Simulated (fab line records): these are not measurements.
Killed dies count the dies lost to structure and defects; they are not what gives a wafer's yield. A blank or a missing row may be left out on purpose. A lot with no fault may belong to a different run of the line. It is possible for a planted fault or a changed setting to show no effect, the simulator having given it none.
What tool caused it? + flow n5_finfet + 66 wafers from 22 lots sampled at 6 of the route's 1938 steps

## WHAT THE GAUGES READ, wafer by wafer
The record holds no reading of a measuring or inspecting step that can be judged against a usual standard deviation.

## TOOL THAT RAN EACH LOT (tool first, then ch and the chambers of the sampled wafers, then the start)
| lot  | N5_HKMG_FIN_ETCH_55               | N5_HKMG_FIN_ALD_36                 | N5_HKMG_FIN_DESCUM_17             | N5_HKMG_FIN_STRIP_19                | N5_HKMG_FIN_STRIP_89              | N5_HKMG_FIN_W_FILL_22         |
|------|-----------------------------------|------------------------------------|-----------------------------------|-------------------------------------|-----------------------------------|-------------------------------|
| L074 | rie_diel-04 ch 0,1,2, day 3 23:58 | ald_metal-01 ch 0,1,2, day 4 02:05 | rie_diel-04 ch 0,1,2, day 4 03:31 | plasma_asher-02 ch 0,1, day 4 04:07 | rie_diel-04 ch 0,2,3, day 4 05:00 | cvd_w-02 ch 0,1, day 4 07:24  |
| L075 | rie_diel-04 ch 1,2, day 4 07:13   | ald_metal-03 ch 1,3, day 4 09:31   | rie_diel-01 ch 2,3, day 4 10:38   | plasma_asher-01 ch 0,1, day 4 11:14 | rie_diel-02 ch 0,2, day 4 12:01   | cvd_w-01 ch 0,1, day 4 14:17  |
| L076 | rie_diel-04 ch 0,3, day 4 13:20   | ald_metal-03 ch 1,2,3, day 4 15:25 | rie_diel-04 ch 1,2,3, day 4 16:43 | plasma_asher-02 ch 0,1, day 4 17:19 | rie_diel-01 ch 0,1,2, day 4 18:06 | cvd_w-02 ch 0,1, day 4 20:28  |
| L077 | rie_diel-04 ch 1,3, day 4 18:19   | ald_metal-01 ch 0,1,2, day 4 20:35 | rie_diel-01 ch 0,2,3, day 4 21:48 | plasma_asher-02 ch 0,1, day 4 22:25 | rie_diel-04 ch 2,3, day 4 23:13   | cvd_w-02 ch 0,1, day 5 01:31  |
| L078 | rie_diel-01 ch 1,2,3, day 4 21:07 | ald_metal-03 ch 0,2,3, day 4 23:11 | rie_diel-02 ch 0,1,2, day 5 00:28 | plasma_asher-01 ch 0, day 5 01:04   | rie_diel-04 ch 2,3, day 5 01:51   | cvd_w-01 ch 0,1, day 5 04:02  |
| L079 | rie_diel-04 ch 1,2,3, day 5 06:05 | ald_metal-01 ch 0,1,3, day 5 08:11 | rie_diel-01 ch 0,1,3, day 5 09:18 | plasma_asher-01 ch 0,1, day 5 09:54 | rie_diel-02 ch 1,2,3, day 5 10:41 | cvd_w-02 ch 0,1, day 5 13:06  |
| L080 | rie_diel-04 ch 2,3, day 5 10:57   | ald_metal-01 ch 1,2,3, day 5 13:04 | rie_diel-04 ch 0,1,2, day 5 14:19 | plasma_asher-01 ch 0,1, day 5 14:54 | rie_diel-02 ch 0,1,2, day 5 15:41 | cvd_w-02 ch 0,1, day 5 18:00  |
| L081 | rie_diel-04 ch 1,2,3, day 5 17:12 | ald_metal-04 ch 0,2, day 5 19:14   | rie_diel-04 ch 2,3, day 5 20:46   | plasma_asher-02 ch 1, day 5 21:22   | rie_diel-02 ch 1,2,3, day 5 22:20 | cvd_w-02 ch 0, day 6 00:31    |
| L082 | rie_diel-01 ch 0,2, day 6 03:55   | ald_metal-04 ch 0,1,3, day 6 05:58 | rie_diel-01 ch 0,2, day 6 07:13   | plasma_asher-01 ch 0,1, day 6 07:49 | rie_diel-02 ch 0,1, day 6 08:43   | cvd_w-02 ch 0, day 6 10:56    |
| L084 | rie_diel-01 ch 0,2, day 6 12:23   | ald_metal-01 ch 0,1,2, day 6 14:25 | rie_diel-02 ch 0,1,3, day 6 16:19 | plasma_asher-01 ch 0,1, day 6 16:55 | rie_diel-04 ch 0,1,3, day 6 17:42 | cvd_w-01 ch 0,1, day 6 20:10  |
| L086 | rie_diel-02 ch 0,1,3, day 6 23:18 | ald_metal-03 ch 1,2,3, day 7 01:26 | rie_diel-01 ch 0,1,3, day 7 02:52 | plasma_asher-01 ch 0,1, day 7 03:28 | rie_diel-01 ch 0,1,2, day 7 04:14 | cvd_w-01 ch 0,1, day 7 06:26  |
| L085 | rie_diel-04 ch 0,2,3, day 7 02:37 | ald_metal-01 ch 0,2,3, day 7 04:49 | rie_diel-01 ch 0,2, day 7 06:03   | plasma_asher-02 ch 0,1, day 7 06:39 | rie_diel-04 ch 1,2, day 7 07:26   | cvd_w-01 ch 0,1, day 7 09:37  |
| L087 | rie_diel-01 ch 0,3, day 7 09:25   | ald_metal-01 ch 1,2,3, day 7 11:28 | rie_diel-04 ch 1,2,3, day 7 12:46 | plasma_asher-01 ch 0,1, day 7 13:29 | rie_diel-04 ch 0,1,3, day 7 14:13 | cvd_w-01 ch 0,1, day 7 16:29  |
| L088 | rie_diel-02 ch 0,1,3, day 7 10:29 | ald_metal-04 ch 0,1,2, day 7 12:31 | rie_diel-02 ch 0,1,2, day 7 13:46 | plasma_asher-01 ch 0,1, day 7 14:22 | rie_diel-04 ch 0,1,2, day 7 15:08 | cvd_w-02 ch 0,1, day 7 17:23  |
| L089 | rie_diel-02 ch 0,1,3, day 7 17:44 | ald_metal-04 ch 1,3, day 7 19:49   | rie_diel-04 ch 0,1,2, day 7 21:04 | plasma_asher-01 ch 0,1, day 7 21:40 | rie_diel-02 ch 0,1, day 7 22:26   | cvd_w-02 ch 0,1, day 8 00:37  |
| L091 | rie_diel-02 ch 0,1,3, day 8 06:24 | ald_metal-01 ch 0,1, day 8 08:33   | rie_diel-02 ch 0,1,2, day 8 09:48 | plasma_asher-02 ch 0, day 8 10:26   | rie_diel-01 ch 1,3, day 8 11:13   | cvd_w-02 ch 0,1, day 8 13:23  |
| L092 | rie_diel-04 ch 0,2,3, day 8 13:19 | ald_metal-03 ch 1,2,3, day 8 15:23 | rie_diel-04 ch 0,1,2, day 8 16:30 | plasma_asher-02 ch 0,1, day 8 17:06 | rie_diel-01 ch 1,2,3, day 8 17:53 | cvd_w-01 ch 0,1, day 8 20:08  |
| L093 | rie_diel-01 ch 0,2,3, day 8 20:36 | ald_metal-04 ch 1,2,3, day 8 22:39 | rie_diel-04 ch 0,1,2, day 8 23:46 | plasma_asher-02 ch 0,1, day 9 00:22 | rie_diel-04 ch 0,2,3, day 9 01:09 | cvd_w-01 ch 0,1, day 9 03:22  |
| L094 | rie_diel-01 ch 0,1, day 9 00:43   | ald_metal-04 ch 1,2, day 9 02:57   | rie_diel-02 ch 0,3, day 9 04:19   | plasma_asher-02 ch 0,1, day 9 05:01 | rie_diel-02 ch 1,2,3, day 9 05:43 | cvd_w-02 ch 0,1, day 9 07:57  |
| L095 | rie_diel-02 ch 1,2, day 9 07:41   | ald_metal-01 ch 1,3, day 9 09:50   | rie_diel-04 ch 0,1,2, day 9 10:57 | plasma_asher-02 ch 0,1, day 9 11:32 | rie_diel-02 ch 1,2,3, day 9 12:24 | cvd_w-01 ch 0,1, day 9 14:36  |
| L096 | rie_diel-04 ch 0,2,3, day 9 14:29 | ald_metal-04 ch 1,2,3, day 9 16:31 | rie_diel-02 ch 0,2,3, day 9 17:58 | plasma_asher-02 ch 0,1, day 9 18:38 | rie_diel-02 ch 1,2,3, day 9 19:30 | cvd_w-01 ch 0,1, day 9 21:50  |
| L097 | rie_diel-04 ch 0,3, day 9 18:38   | ald_metal-04 ch 0,1,3, day 9 20:40 | rie_diel-01 ch 0,1,3, day 9 22:18 | plasma_asher-02 ch 0,1, day 9 23:01 | rie_diel-04 ch 0,3, day 9 23:49   | cvd_w-01 ch 0,1, day 10 02:01 |
- N5_HKMG_FIN_ETCH_55: etches SOC in N2/H2, target depth 240 nm, time 300 s.
- N5_HKMG_FIN_ALD_36: deposits TiN, target thk 1 nm, pulse time 1 s, purge time 3 s.
- N5_HKMG_FIN_DESCUM_17: chemistry O2, time 7.9 s.
- N5_HKMG_FIN_STRIP_19: strips in N2/H2, time 360 s.
- N5_HKMG_FIN_STRIP_89: strips SOC in N2/H2, time 20 s.
- N5_HKMG_FIN_W_FILL_22: material W, target thk 60 nm, time 18.2 s.

## AS READ BY THE TOOLS THEMSELVES (means over the sampled wafers that have a number; for cases with no such wafer, the mark the record gives instead)
N5_HKMG_FIN_ETCH_55. Usual: drypump_motor_current_A 5.8 A, standard deviation 0.44; oes_product_au 0.77 a.u., standard deviation 0.089; rf_fwd_power_W 837.9 W, standard deviation 2.5; rf_vpp_V 524.2 V, standard deviation 2; showerhead_plenum_p_Torr 2.56 Torr, standard deviation 0.062; throttle_valve_pct 17.9 %, standard deviation 0.3.
| lot  | tool        | drypump_motor_current_A (A) | oes_product_au (a.u.) | rf_fwd_power_W (W) | rf_vpp_V (V) | showerhead_plenum_p_Torr (Torr) | throttle_valve_pct (%) | flag |
|------|-------------|-----------------------------|-----------------------|--------------------|--------------|---------------------------------|------------------------|------|
| L074 | rie_diel-04 | 5.9                         | 0.74                  | 838.0              | 526.0        | 2.58                            | 17.8                   |      |
| L075 | rie_diel-04 | 5.8                         | 0.75                  | 840.7              | 524.7        | 2.58                            | 18.0                   |      |
| L076 | rie_diel-04 | 5.4                         | 0.70                  | 836.9              | 523.7        | 2.56                            | 18.1                   |      |
| L077 | rie_diel-04 | 6.1                         | 0.81                  | 837.5              | 522.1        | 2.50                            | 17.9                   |      |
| L078 | rie_diel-01 | 5.9                         | 0.74                  | 836.7              | 525.3        | 2.60                            | 18.0                   |      |
| L079 | rie_diel-04 | 5.7                         | 0.75                  | 837.5              | 524.1        | 2.55                            | 18.0                   |      |
| L080 | rie_diel-04 | 5.3                         | 0.71                  | 839.0              | 524.0        | 2.56                            | 18.2                   |      |
| L081 | rie_diel-04 | 5.7                         | 0.75                  | 835.7              | 523.8        | 2.54                            | 18.1                   |      |
| L082 | rie_diel-01 | 6.3                         | 0.70                  | 840.7              | 524.1        | 2.54                            | 17.9                   |      |
| L084 | rie_diel-01 | 6.3                         | 0.70                  | 836.8              | 523.4        | 2.54                            | 17.9                   |      |
| L086 | rie_diel-02 | 5.9                         | 0.79                  | 839.7              | 526.1        | 2.59                            | 17.9                   |      |
| L085 | rie_diel-04 | 5.5                         | 0.78                  | 838.1              | 525.1        | 2.58                            | 17.9                   |      |
| L087 | rie_diel-01 | 5.8                         | 0.74                  | 836.8              | 521.9        | 2.46                            | 18.2                   |      |
| L088 | rie_diel-02 | 5.9                         | 0.79                  | 836.0              | 524.7        | 2.59                            | 17.9                   |      |
| L089 | rie_diel-02 | 6.0                         | 0.78                  | 837.6              | 524.8        | 2.58                            | 17.9                   |      |
| L091 | rie_diel-02 | 6.0                         | 0.78                  | 837.1              | 524.8        | 2.58                            | 17.9                   |      |
| L092 | rie_diel-04 | 5.5                         | 0.76                  | 839.0              | 524.3        | 2.58                            | 18.0                   |      |
| L093 | rie_diel-01 | 6.0                         | 0.82                  | 838.4              | 523.2        | 2.52                            | 18.0                   |      |
| L094 | rie_diel-01 | 5.9                         | 0.77                  | 836.0              | 522.3        | 2.47                            | 18.1                   |      |
| L095 | rie_diel-02 | 6.2                         | 0.82                  | 837.8              | 525.3        | 2.57                            | 17.7                   |      |
| L096 | rie_diel-04 | 5.5                         | 0.75                  | 838.7              | 524.4        | 2.57                            | 18.0                   |      |
| L097 | rie_diel-04 | 5.4                         | 0.76                  | 841.1              | 523.7        | 2.54                            | 18.1                   |      |

N5_HKMG_FIN_ALD_36. Usual: heater_power_w 880 W, standard deviation 87; precursor_pulse_height_rel 1.001, standard deviation 0.021.
| lot  | tool         | heater_power_w (W) | precursor_pulse_height_rel | flag |
|------|--------------|--------------------|----------------------------|------|
| L074 | ald_metal-01 | 921                | 1.000                      |      |
| L075 | ald_metal-03 | 890                | 0.985                      |      |
| L076 | ald_metal-03 | 850                | 0.994                      |      |
| L077 | ald_metal-01 | 915                | 0.994                      |      |
| L078 | ald_metal-03 | 800                | 1.001                      |      |
| L079 | ald_metal-01 | 916                | 0.995                      |      |
| L080 | ald_metal-01 | 889                | 0.988                      |      |
| L081 | ald_metal-04 | 930                | 1.019                      |      |
| L082 | ald_metal-04 | 848                | 1.031                      |      |
| L084 | ald_metal-01 | 924                | 1.002                      |      |
| L086 | ald_metal-03 | 863                | 1.008                      |      |
| L085 | ald_metal-01 | 839                | 1.021                      |      |
| L087 | ald_metal-01 | 901                | 0.965                      |      |
| L088 | ald_metal-04 | 923                | 0.993                      |      |
| L089 | ald_metal-04 | 864                | 1.003                      |      |
| L091 | ald_metal-01 | 980                | 1.028                      |      |
| L092 | ald_metal-03 | 861                | 1.018                      |      |
| L093 | ald_metal-04 | 895                | 1.004                      |      |
| L094 | ald_metal-04 | 948                | 0.993                      |      |
| L095 | ald_metal-01 | 955                | 1.008                      |      |
| L096 | ald_metal-04 | 882                | 0.986                      |      |
| L097 | ald_metal-04 | 869                | 1.002                      |      |

N5_HKMG_FIN_DESCUM_17. Usual: drypump_motor_current_A 5.9 A, standard deviation 0.4; oes_product_au 0.79 a.u., standard deviation 0.093; rf_fwd_power_W 49.43 W, standard deviation 0.22; rf_vpp_V 243.2 V, standard deviation 1.1; showerhead_plenum_p_Torr 2.11 Torr, standard deviation 0.05; throttle_valve_pct 20.51 %, standard deviation 0.29.
| lot  | tool        | drypump_motor_current_A (A) | oes_product_au (a.u.) | rf_fwd_power_W (W) | rf_vpp_V (V) | showerhead_plenum_p_Torr (Torr) | throttle_valve_pct (%) | flag |
|------|-------------|-----------------------------|-----------------------|--------------------|--------------|---------------------------------|------------------------|------|
| L074 | rie_diel-04 | 6.0                         | 0.74                  | 49.41              | 243.4        | 2.12                            | 20.43                  |      |
| L075 | rie_diel-01 | 5.9                         | 0.80                  | 49.24              | 243.7        | 2.13                            | 20.64                  |      |
| L076 | rie_diel-04 | 5.7                         | 0.76                  | 49.45              | 242.7        | 2.09                            | 20.60                  |      |
| L077 | rie_diel-01 | 6.0                         | 0.77                  | 49.46              | 242.9        | 2.10                            | 20.67                  |      |
| L078 | rie_diel-02 | 6.0                         | 0.87                  | 49.41              | 243.6        | 2.13                            | 20.43                  |      |
| L079 | rie_diel-01 | 5.8                         | 0.75                  | 49.36              | 242.1        | 2.10                            | 20.76                  |      |
| L080 | rie_diel-04 | 6.0                         | 0.84                  | 49.41              | 243.4        | 2.12                            | 20.33                  |      |
| L081 | rie_diel-04 | 5.3                         | 0.70                  | 49.49              | 242.3        | 2.10                            | 20.74                  |      |
| L082 | rie_diel-01 | 6.3                         | 0.70                  | 49.18              | 243.6        | 2.10                            | 20.53                  |      |
| L084 | rie_diel-02 | 6.0                         | 0.80                  | 49.45              | 244.0        | 2.13                            | 20.51                  |      |
| L086 | rie_diel-01 | 5.8                         | 0.85                  | 49.51              | 242.8        | 2.09                            | 20.70                  |      |
| L085 | rie_diel-01 | 6.3                         | 0.70                  | 49.28              | 243.6        | 2.09                            | 20.55                  |      |
| L087 | rie_diel-04 | 5.7                         | 0.74                  | 49.50              | 243.0        | 2.09                            | 20.63                  |      |
| L088 | rie_diel-02 | 6.1                         | 0.82                  | 49.15              | 243.9        | 2.13                            | 20.46                  |      |
| L089 | rie_diel-04 | 6.0                         | 0.82                  | 49.40              | 243.5        | 2.12                            | 20.34                  |      |
| L091 | rie_diel-02 | 6.0                         | 0.82                  | 49.53              | 243.1        | 2.12                            | 20.48                  |      |
| L092 | rie_diel-04 | 5.9                         | 0.81                  | 49.35              | 242.9        | 2.11                            | 20.36                  |      |
| L093 | rie_diel-04 | 6.0                         | 0.79                  | 49.38              | 242.8        | 2.11                            | 20.36                  |      |
| L094 | rie_diel-02 | 5.7                         | 0.71                  | 49.37              | 244.1        | 2.12                            | 20.49                  |      |
| L095 | rie_diel-04 | 6.0                         | 0.80                  | 49.30              | 242.7        | 2.11                            | 20.36                  |      |
| L096 | rie_diel-02 | 5.8                         | 0.74                  | 49.26              | 243.1        | 2.12                            | 20.43                  |      |
| L097 | rie_diel-01 | 5.8                         | 0.82                  | 49.43              | 243.4        | 2.08                            | 20.73                  |      |

N5_HKMG_FIN_STRIP_19. Usual: drypump_motor_current_A 5.44 A, standard deviation 0.12; heater_power_w 494 W, standard deviation 69.
| lot  | tool            | drypump_motor_current_A (A) | heater_power_w (W) | flag |
|------|-----------------|-----------------------------|--------------------|------|
| L074 | plasma_asher-02 | 5.38                        | 510                |      |
| L075 | plasma_asher-01 | 5.42                        | 447                |      |
| L076 | plasma_asher-02 | 5.34                        | 510                |      |
| L077 | plasma_asher-02 | 5.44                        | 552                |      |
| L078 | plasma_asher-01 | 5.34                        | 446                |      |
| L079 | plasma_asher-01 | 5.54                        | 447                |      |
| L080 | plasma_asher-01 | 5.43                        | 452                |      |
| L081 | plasma_asher-02 | 5.28                        | 464                |      |
| L082 | plasma_asher-01 | 5.53                        | 456                |      |
| L084 | plasma_asher-01 | 5.44                        | 445                |      |
| L086 | plasma_asher-01 | 5.54                        | 450                |      |
| L085 | plasma_asher-02 | 5.42                        | 561                |      |
| L087 | plasma_asher-01 | 5.52                        | 447                |      |
| L088 | plasma_asher-01 | 5.46                        | 444                |      |
| L089 | plasma_asher-01 | 5.44                        | 449                |      |
| L091 | plasma_asher-02 | 5.50                        | 606                |      |
| L092 | plasma_asher-02 | 5.46                        | 557                |      |
| L093 | plasma_asher-02 | 5.43                        | 561                |      |
| L094 | plasma_asher-02 | 5.45                        | 559                |      |
| L095 | plasma_asher-02 | 5.43                        | 553                |      |
| L096 | plasma_asher-02 | 5.36                        | 513                |      |
| L097 | plasma_asher-02 | 5.44                        | 558                |      |

N5_HKMG_FIN_STRIP_89. Usual: drypump_motor_current_A 5.9 A, standard deviation 0.4; oes_product_au 0.79 a.u., standard deviation 0.095; rf_fwd_power_W 497.3 W, standard deviation 1.7; rf_vpp_V 54.2 V, standard deviation 0.86; showerhead_plenum_p_Torr 3.39 Torr, standard deviation 0.073; throttle_valve_pct 19.1 %, standard deviation 0.4.
| lot  | tool        | drypump_motor_current_A (A) | oes_product_au (a.u.) | rf_fwd_power_W (W) | rf_vpp_V (V) | showerhead_plenum_p_Torr (Torr) | throttle_valve_pct (%) | flag |
|------|-------------|-----------------------------|-----------------------|--------------------|--------------|---------------------------------|------------------------|------|
| L074 | rie_diel-04 | 5.5                         | 0.70                  | 497.2              | 54.8         | 3.42                            | 19.3                   |      |
| L075 | rie_diel-02 | 5.9                         | 0.81                  | 496.9              | 54.7         | 3.39                            | 19.2                   |      |
| L076 | rie_diel-01 | 6.1                         | 0.70                  | 497.8              | 54.2         | 3.37                            | 19.0                   |      |
| L077 | rie_diel-04 | 5.3                         | 0.71                  | 498.0              | 54.4         | 3.38                            | 19.6                   |      |
| L078 | rie_diel-04 | 5.3                         | 0.71                  | 497.4              | 53.8         | 3.38                            | 19.6                   |      |
| L079 | rie_diel-02 | 6.0                         | 0.82                  | 498.6              | 54.0         | 3.43                            | 18.8                   |      |
| L080 | rie_diel-02 | 6.1                         | 0.85                  | 496.2              | 54.6         | 3.41                            | 19.1                   |      |
| L081 | rie_diel-02 | 6.0                         | 0.82                  | 497.5              | 53.9         | 3.43                            | 18.8                   |      |
| L082 | rie_diel-02 | 6.0                         | 0.82                  | 495.2              | 54.9         | 3.40                            | 19.3                   |      |
| L084 | rie_diel-04 | 5.9                         | 0.85                  | 498.0              | 53.9         | 3.35                            | 19.0                   |      |
| L086 | rie_diel-01 | 6.1                         | 0.79                  | 497.9              | 53.0         | 3.35                            | 19.0                   |      |
| L085 | rie_diel-04 | 6.2                         | 0.79                  | 495.8              | 54.0         | 3.34                            | 19.1                   |      |
| L087 | rie_diel-04 | 5.9                         | 0.84                  | 497.0              | 53.8         | 3.35                            | 19.0                   |      |
| L088 | rie_diel-04 | 6.0                         | 0.83                  | 497.6              | 53.0         | 3.39                            | 18.9                   |      |
| L089 | rie_diel-02 | 6.1                         | 0.83                  | 498.2              | 54.1         | 3.40                            | 19.1                   |      |
| L091 | rie_diel-01 | 5.7                         | 0.90                  | 499.6              | 54.6         | 3.43                            | 19.2                   |      |
| L092 | rie_diel-01 | 6.0                         | 0.90                  | 497.1              | 54.3         | 3.42                            | 19.0                   |      |
| L093 | rie_diel-04 | 5.5                         | 0.75                  | 498.6              | 53.7         | 3.40                            | 19.2                   |      |
| L094 | rie_diel-02 | 6.0                         | 0.78                  | 498.8              | 54.2         | 3.41                            | 18.9                   |      |
| L095 | rie_diel-02 | 6.0                         | 0.77                  | 496.2              | 54.2         | 3.41                            | 18.9                   |      |
| L096 | rie_diel-02 | 6.0                         | 0.78                  | 497.2              | 54.2         | 3.41                            | 18.9                   |      |
| L097 | rie_diel-04 | 5.5                         | 0.76                  | 498.4              | 54.5         | 3.36                            | 19.4                   |      |

N5_HKMG_FIN_W_FILL_22. Usual: heater_power_w 867 W, standard deviation 28; throttle_valve_pct 19.10 %, standard deviation 0.23.
| lot  | tool     | heater_power_w (W) | throttle_valve_pct (%) | flag |
|------|----------|--------------------|------------------------|------|
| L074 | cvd_w-02 | 890                | 19.14                  |      |
| L075 | cvd_w-01 | 847                | 18.76                  |      |
| L076 | cvd_w-02 | 884                | 19.19                  |      |
| L077 | cvd_w-02 | 883                | 19.27                  |      |
| L078 | cvd_w-01 | 825                | 18.91                  |      |
| L079 | cvd_w-02 | 880                | 19.29                  |      |
| L080 | cvd_w-02 | 876                | 19.30                  |      |
| L081 | cvd_w-02 | 870                | 19.25                  |      |
| L082 | cvd_w-02 | 891                | 19.33                  |      |
| L084 | cvd_w-01 | 844                | 18.86                  |      |
| L086 | cvd_w-01 | 849                | 18.85                  |      |
| L085 | cvd_w-01 | 837                | 18.89                  |      |
| L087 | cvd_w-01 | 850                | 18.96                  |      |
| L088 | cvd_w-02 | 889                | 19.31                  |      |
| L089 | cvd_w-02 | 874                | 19.28                  |      |
| L091 | cvd_w-02 | 888                | 19.25                  |      |
| L092 | cvd_w-01 | 830                | 18.89                  |      |
| L093 | cvd_w-01 | 841                | 18.85                  |      |
| L094 | cvd_w-02 | 888                | 19.51                  |      |
| L095 | cvd_w-01 | 855                | 19.11                  |      |
| L096 | cvd_w-01 | 850                | 18.93                  |      |
| L097 | cvd_w-01 | 856                | 19.02                  |      |

## THE ANSWER, worked out from the rows above alone
Rule: a lot is off if the mean of its wafers that have a number lies more than 3 standard deviations from the usual mean. A lot without any number at a reading at which 4 lots or more have one is off too. Any other lot the step has rows for is counted as sound. The gauges are gone through in route order, then the tools' own readings, and for those a lot's mean is taken as printed above. At the first step where some lot is off, the reading lying furthest off is the one used; lots without a number count as furthest.
No lot is off at any reading shown: from this, nothing can be told.

## WHAT THE SIMULATOR HAD INSERTED
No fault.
